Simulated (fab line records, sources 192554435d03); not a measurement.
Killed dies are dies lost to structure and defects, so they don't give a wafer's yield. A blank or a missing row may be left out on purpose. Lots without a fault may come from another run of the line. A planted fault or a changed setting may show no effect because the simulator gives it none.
fab line records | flow n5_finfet
record lots=10 wafers=30 last_day=18
route steps=1938 shown SDB@358 HKMG_FIN@386 BEOL_M4@1111
lots that met no fault: from a run of the same line without faults
start_h: hours from the record's first day to the start of the lot's first wafer shown | wait_h: hours since the lot's step before | " the same as in the row above | L1.1+2: a row that stands for several wafers | - no value, or no start given | * or withheld: withheld | < > ~ a bound
route shown NAME@n: a module of which the file shows steps, and the number in the route of the first | usual: mean/standard deviation of fault-free wafers | same: alike in all rows | chamber/n: place in a boat | sites: the reading at each site | _std_site: their standard deviation | _edge_site: outer sites' mean less inner sites' | radius_mm: how far each site lies from the wafer's centre | mask NAME#n: copy n | behind: the tool/chamber that last shaped the wafer | hold: why the lot was held/for how many hours/how that ended | device: the transistor (n, p or np) that didn't switch | end of line: the same wafers' tests at the end of the route | a step without rows: its recipe alone | killed: dies lost to structure and defects at the first sort, not the wafer's yield | map: a wafer's dies, x killed, . not, _ none there
set.NAME: the setting as run; set.NAME@STEP: as run at that earlier step | model.NAME: the simulator's own value behind a step, which no gauge read
steps of the route over a sample of lots; a table a step, a row a wafer
services: from which hour (start_h, from the record's first day; less than 0 if before it) a tool's chamber was out of use, for how many hours, and why
## steps
# step N5_SDB_INSPECT_13
# recipe mode=adi inspect_instrument=brightfield
# usual raw_defect_count=76/32
# columns lot.wafer tool chamber start_h wait_h raw_defect_count
L356.2 defect_inspect-02 - 69.47 0.0 147
L356.3 " - " " 111
L356.6 " - " " 107
L360.1 defect_inspect-01 - 93.88 0.0 64
L360.3 " - " " 175
L360.5 " - " " 63
L361.1 defect_inspect-02 - 99.67 0.0 154
L361.2 " - " " 82
L361.4 " - " " 62
L364.2 defect_inspect-02 - 116.63 0.0 56
L364.4 " - " " 50
L364.6 " - " " 39
L365.1 defect_inspect-02 - 119.73 0.0 73
L365.5 " - " " 54
L365.6 " - " " 107
L368.1 defect_inspect-01 - 144.44 0.0 75
L368.2 " - " " 65
L368.5 " - " " 48
L375.2 defect_inspect-01 - 180.37 0.0 133
L375.5 " - " " 137
L375.6 " - " " 132
L376.1 defect_inspect-02 - 186.77 0.0 86
L376.4 " - " " 47
L376.6 " - " " 74
L378.2 defect_inspect-01 - 200.00 0.0 33
L378.3 " - " " 36
L378.4 " - " " 39
L379.1 defect_inspect-02 - 203.10 0.0 68
L379.2 " - " " 61
L379.6 " - " " 60
# step N5_HKMG_FIN_HK_ALD_01
# recipe material=HfO2 target_thk_a=16 temp_c=withheld ald_precursor_family=HfCl4 ald_co_reactant=H2O pulse_time_s=3 purge_time_s=3 co_reactant_purge_time_s=2.5 co_reactant_pulse_time_s=0.3 ald_cycles=30
# usual precursor_pulse_height_rel=1.000/0.019
# same co_reactant_pulse_time_s=0.3
# columns lot.wafer tool chamber start_h wait_h precursor_pulse_height_rel
L356.2 ald_hk-03 2 73.95 0.0 1.015
L356.3 " 3 " " 0.987
L356.6 " 2 " " 1.015
L360.1 ald_hk-03 0 99.06 0.0 1.001
L360.3 " 3 " " 1.014
L360.5 " 1 " " 1.024
L361.1 ald_hk-03 1 104.45 0.0 1.023
L361.2 " 3 " " 1.007
L361.4 " 2 " " 1.015
L364.2 ald_hk-03 1 121.23 0.0 0.985
L364.4 " 0 " " 0.997
L364.6 " 0 " " 1.007
L365.1 ald_hk-01 3 125.29 0.0 1.045
L365.5 " 1 " " 1.038
L365.6 " 2 " " 1.014
L368.1 ald_hk-02 3 149.26 0.0 0.971
L368.2 " 0 " " 1.003
L368.5 " 0 " " 1.021
L375.2 ald_hk-02 0 184.84 0.0 0.967
L375.5 " 1 " " 0.999
L375.6 " 2 " " 1.001
L376.1 ald_hk-02 2 191.61 0.0 0.994
L376.4 " 3 " " 0.980
L376.6 " 2 " " 1.009
L378.2 ald_hk-03 0 204.63 0.0 1.005
L378.3 " 2 " " 1.005
L378.4 " 3 " " 0.989
L379.1 ald_hk-01 2 207.85 0.0 1.017
L379.2 " 1 " " 0.952
L379.6 " 1 " " 1.039
# step N5_HKMG_FIN_PEB_47
# recipe peb_temp_c=withheld peb_time_s=60 resist=CAR-ArF
# columns lot.wafer tool chamber start_h wait_h
L356.2+3+6 litho_track-01 0 74.71 0.0
L360.1+3+5 litho_track-05 0 99.99 0.1
L361.1+2+4 litho_track-01 0 105.33 0.1
L364.2+4+6 litho_track-03 0 122.11 0.0
L365.1+5+6 litho_track-05 0 126.16 0.1
L368.1+2+5 litho_track-05 0 150.29 0.1
L375.2+5+6 litho_track-01 0 185.75 0.0
L376.1+4+6 litho_track-03 0 192.38 0.1
L378.2+3+4 litho_track-01 0 205.38 0.0
L379.1+2+6 litho_track-01 0 208.62 0.1
# step N5_HKMG_FIN_CD_MEAS_49
# recipe target_cd_nm=202 landing_energy_ev=500 detector=se_inlens polarity=opening
# usual cd_nm=202.4/0.6
# columns lot.wafer tool chamber start_h wait_h cd_nm
L356.2 cd_sem-03 0 74.77 - 203.7
L356.3 " 0 " " 203.0
L356.6 " 0 " " 202.6
L360.1 cd_sem-02 0 100.06 - 201.6
L360.3 " 0 " " 202.7
L360.5 " 0 " " 202.8
L361.1 cd_sem-01 0 105.39 - 202.4
L361.2 " 0 " " 203.0
L361.4 " 0 " " 201.7
L364.2 cd_sem-01 0 122.18 - 201.8
L364.4 " 0 " " 200.4
L364.6 " 0 " " 201.6
L365.1 cd_sem-03 0 126.23 - 202.4
L365.5 " 0 " " 202.5
L365.6 " 0 " " 202.3
L368.1 cd_sem-02 0 150.36 - 201.9
L368.2 " 0 " " 207.5
L368.5 " 0 " " 207.1
L375.2 cd_sem-03 0 185.81 - 202.0
L375.5 " 0 " " 202.4
L375.6 " 0 " " 202.1
L376.1 cd_sem-02 0 192.44 - 202.9
L376.4 " 0 " " 202.2
L376.6 " 0 " " 202.3
L378.2 cd_sem-02 0 205.45 - 202.6
L378.3 " 0 " " 203.0
L378.4 " 0 " " 204.1
L379.1 cd_sem-01 0 208.68 - 202.5
L379.2 " 0 " " 203.4
L379.6 " 0 " " 203.1
# step N5_HKMG_FIN_ALD_79
# recipe material=TiN target_thk_a=15 temp_c=400 ald_precursor_family=TiCl4 ald_co_reactant=NH3 pulse_time_s=1 purge_time_s=3 co_reactant_purge_time_s=2 co_reactant_pulse_time_s=2 ald_cycles=68 pressure_torr=3
# usual heater_power_w=854/78 precursor_pulse_height_rel=1.000/0.017
# same co_reactant_pulse_time_s=2
# columns lot.wafer tool chamber start_h wait_h heater_power_w precursor_pulse_height_rel
L356.2 ald_metal-02 0 76.33 0.0 857 0.993
L356.3 " 2 " " 946 0.992
L356.6 " 0 " " 847 1.017
L360.1 ald_metal-01 1 101.60 0.0 889 0.984
L360.3 " 2 " " 842 0.998
L360.5 " 0 " " 769 0.982
L361.1 ald_metal-03 2 107.17 0.0 731 1.003
L361.2 " 1 " " 1064 1.016
L361.4 " 3 " " 814 1.002
L364.2 ald_metal-03 3 123.80 0.0 823 1.000
L364.4 " 1 " " 1036 0.988
L364.6 " 3 " " 831 0.996
L365.1 ald_metal-01 1 128.77 0.0 908 0.974
L365.5 " 3 " " 970 1.004
L365.6 " 2 " " 828 1.003
L368.1 ald_metal-01 2 151.93 0.0 849 0.997
L368.2 " 1 " " 926 1.020
L368.5 " 3 " " 962 0.992
L375.2 ald_metal-03 0 187.44 0.0 860 1.005
L375.5 " 2 " " 712 0.995
L375.6 " 3 " " 807 0.996
L376.1 ald_metal-03 3 194.12 0.1 795 1.022
L376.4 " 3 " " 825 0.998
L376.6 " 2 " " 717 0.965
L378.2 ald_metal-02 2 206.91 0.0 904 1.018
L378.3 " 3 " " 823 0.993
L378.4 " 1 " " 808 0.993
L379.1 ald_metal-03 2 210.36 0.0 717 1.016
L379.2 " 1 " " 1018 0.990
L379.6 " 0 " " 884 1.009
# step N5_BEOL_M4_RC_MEAS_101
# usual DIBL_N=36.0/1.7 DIBL_P=36.0/2 IOFF_N=0.156/0.028 IOFF_P=0.21/0.04 ION_N=673/12 ION_P=463/8.3 SS_N=71.4/0.6 SS_P=73.3/0.66 VT_N=250/3 VT_P=-250/3.8
# columns lot.wafer tool chamber start_h wait_h DIBL_N[mV/V] DIBL_P[mV/V] IOFF_N[nA/um] IOFF_P[nA/um] ION_N[uA/um] ION_P[uA/um] SS_N[mV/dec] SS_P[mV/dec] VT_N[mV] VT_P[mV]
L356.2 prober-01 0 165.53 0.2 35.2 35.4 0.146 0.20 668 470 71.2 73.2 252 -250
L356.3 " 0 " " 33.2 33.1 0.118 0.16 661 461 70.4 73.0 254 -253
L356.6 " 0 " " 33.7 34.3 0.132 0.19 667 458 71.0 72.7 252 -250
L360.1 prober-01 0 181.50 0.0 36.4 39.0 0.167 0.26 684 469 72.0 73.6 249 -245
L360.3 " 0 " " 35.6 36.4 0.153 0.22 667 466 71.8 72.4 253 -247
L360.5 " 0 " " 35.0 36.8 0.141 0.21 660 462 70.9 73.0 251 -249
L361.1 prober-01 0 190.45 0.0 34.8 33.7 0.118 0.18 652 454 71.3 73.1 255 -252
L361.2 " 0 " " 37.8 38.1 0.169 0.24 669 465 72.4 73.7 250 -246
L361.4 " 0 " " 35.3 34.2 0.136 0.18 672 463 71.1 72.9 250 -252
L364.2 prober-02 0 208.03 0.2 36.1 35.1 0.155 0.20 669 462 71.7 73.6 252 -251
L364.4 " 0 " " 36.3 35.6 0.168 0.22 681 465 70.9 73.2 248 -247
L364.6 " 0 " " 36.6 35.9 0.159 0.22 673 461 71.8 74.5 251 -250
L365.1 prober-02 0 216.26 0.0 37.0 36.3 0.172 0.20 684 466 72.0 73.8 248 -253
L365.5 " 0 " " 36.4 35.2 0.160 0.18 684 468 71.0 73.5 248 -253
L365.6 " 0 " " 36.6 36.0 0.163 0.19 682 461 71.5 73.7 251 -253
L368.1 prober-02 0 238.77 0.0 35.4 35.3 0.164 0.23 678 467 71.0 72.4 247 -245
L368.2 " 0 " " 33.6 34.6 0.139 0.23 672 474 70.8 72.7 248 -247
L368.5 " 0 " " 35.8 36.7 0.188 0.27 695 480 71.8 73.8 246 -245
L375.2 prober-02 0 289.62 0.2 34.4 34.3 0.118 0.18 667 462 70.8 72.6 256 -251
L375.5 " 0 " " 35.9 36.0 0.145 0.21 662 456 71.1 73.1 250 -251
L375.6 " 0 " " 34.5 33.9 0.125 0.18 662 463 71.1 72.5 252 -252
L378.2 prober-01 0 298.67 0.2 35.1 35.2 0.132 0.16 676 463 70.9 72.4 251 -254
L378.3 " 0 " " 36.1 36.0 0.156 0.18 674 461 71.5 73.2 250 -256
L378.4 " 0 " " 35.9 36.8 0.150 0.19 680 462 71.0 72.9 251 -253
L376.1 prober-01 0 300.79 0.0 38.1 38.5 0.208 0.24 692 468 71.7 73.9 247 -249
L376.4 " 0 " " 37.2 36.4 0.179 0.20 673 455 71.9 73.5 249 -254
L376.6 " 0 " " 38.8 38.3 0.202 0.25 686 466 72.1 74.6 246 -250
L379.1 prober-02 0 312.58 0.0 36.8 37.8 0.184 0.23 694 471 71.0 73.2 246 -249
L379.2 " 0 " " 36.1 37.0 0.167 0.21 684 464 71.1 72.9 248 -251
L379.6 " 0 " " 36.3 36.7 0.166 0.21 680 459 71.8 73.4 247 -253
## services
# columns tool chamber start_h hours kind
ald_metal-02 - 62.43 1.0 repair
ald_metal-01 - 71.66 0.6 repair
litho_track-03 - 76.93 - consumable_replace:filter
ald_metal-02 - 100.39 4.3 pm
ald_hk-02 - 123.41 0.9 repair
ald_hk-03 - 126.92 0.5 repair
ald_hk-01 - 140.58 1.6 repair
ald_hk-03 - 145.31 6.0 pm
ald_metal-03 1 149.61 10.4 repair
ald_metal-03 2 151.85 23.3 repair
ald_metal-01 - 164.03 1.2 pm
ald_metal-03 1 176.30 19.3 repair
ald_hk-01 - 193.91 0.7 repair
ald_hk-01 - 194.77 2.8 pm
ald_hk-01 - 198.39 8.7 pm
## key
first_sign step=N5_HKMG_FIN_CD_MEAS_49 reading=cd_nm direction=up sigmas=8.1 usual=202.4 struck=207.3
effect none on later readings
met_at N5_HKMG_FIN_PEB_47
struck_lots L368
struck_wafers L368.2,L368.5
not_acting_at N5_SDB_INSPECT_13,N5_HKMG_FIN_HK_ALD_01,N5_HKMG_FIN_ALD_79
onset_between 126.16 150.29
fault kind=process_parameter_drift tool=litho_track-05 chamber=- onset_h=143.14 steps=N5_HKMG_FIN_PEB_47 channel=peb_time_s offset=* shape=step end_h=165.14 scope=struck_wafers_only acts_in=* stated=*
